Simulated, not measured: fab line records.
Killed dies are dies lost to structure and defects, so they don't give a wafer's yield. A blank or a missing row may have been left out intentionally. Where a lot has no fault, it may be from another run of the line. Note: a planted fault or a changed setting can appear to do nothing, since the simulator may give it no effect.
Matching of chambers    flow n5-finfet    4 sister chambers for N5_BEOL_M7_DESCUM_33 on rie-diel-01
The step chemistry O2, time 7 s. 14 wafers are shown with their chamber, then 7 later ones without.

WAFERS, EACH WITH ITS CHAMBER
wafer   chamber  drypump-motor-current-A (A)  showerhead-plenum-p-Torr (Torr)  throttle-valve-pct (%)
L074.2  1        5.8                          2.22                             20.22
L074.5  1        5.8                          2.22                             20.23
L074.6  0        6.0                          2.15                             20.65
L081.1  3        4.9                          2.14                             19.99
L081.4  1        5.8                          2.22                             20.24
L081.6  3        4.9                          2.14                             19.98
L087.2  1        5.8                          2.21                             20.27
L087.5  0        6.0                          2.14                             20.36
L087.6  1        5.8                          2.21                             20.27
L088.2  1        5.8                          2.21                             20.25
L088.3  3        4.8                          2.13                             20.02
L088.5  0        6.0                          2.14                             20.35
L089.2  3        4.8                          2.13                             20.03
L089.3  2        6.3                          2.15                             20.74

SIGNATURES (averages over the wafers above)
reading                   chamber 0  chamber 1  chamber 2  chamber 3  scatter within a chamber
drypump-motor-current-A   6.000      5.800      6.300      4.850      0.0316
showerhead-plenum-p-Torr  2.1433     2.2150     2.1500     2.1350     0.00563
throttle-valve-pct        20.4533    20.2467    20.7400    20.0050    0.0787
Rule: for a wafer and a chamber, the distance is found by dividing, reading by reading, the gap between the wafer's reading and the chamber's mean by the reading's scatter, squaring, summing and taking the root. The wafer belongs to the nearest chamber; if the next one is less than 2 further off, it can't be placed. The scatter: take each reading less its chamber's mean, square it, sum over the shown wafers, divide by the number of wafers less the number of chambers, and take the root.

WAFERS MISSING THEIR CHAMBER
wafer   drypump-motor-current-A (A)  showerhead-plenum-p-Torr (Torr)  throttle-valve-pct (%)
L089.6  4.9                          2.13                             20.02
L095.1  6.0                          2.14                             20.38
L095.3  5.8                          2.21                             20.28
L095.4  4.9                          2.13                             20.05
L096.2  4.9                          2.13                             20.05
L096.3  5.8                          2.21                             20.29
L096.6  6.0                          2.14                             20.36

EACH ONE'S CHAMBER
wafer   from the rows above  in truth
L089.6  3                    3
L095.1  0                    0
L095.3  1                    1
L095.4  3                    3
L096.2  3                    3
L096.3  1                    1
L096.6  0                    0
Correctly placed: 7 of 7. Not placeable from these rows: 0. Wrongly placed: 0.
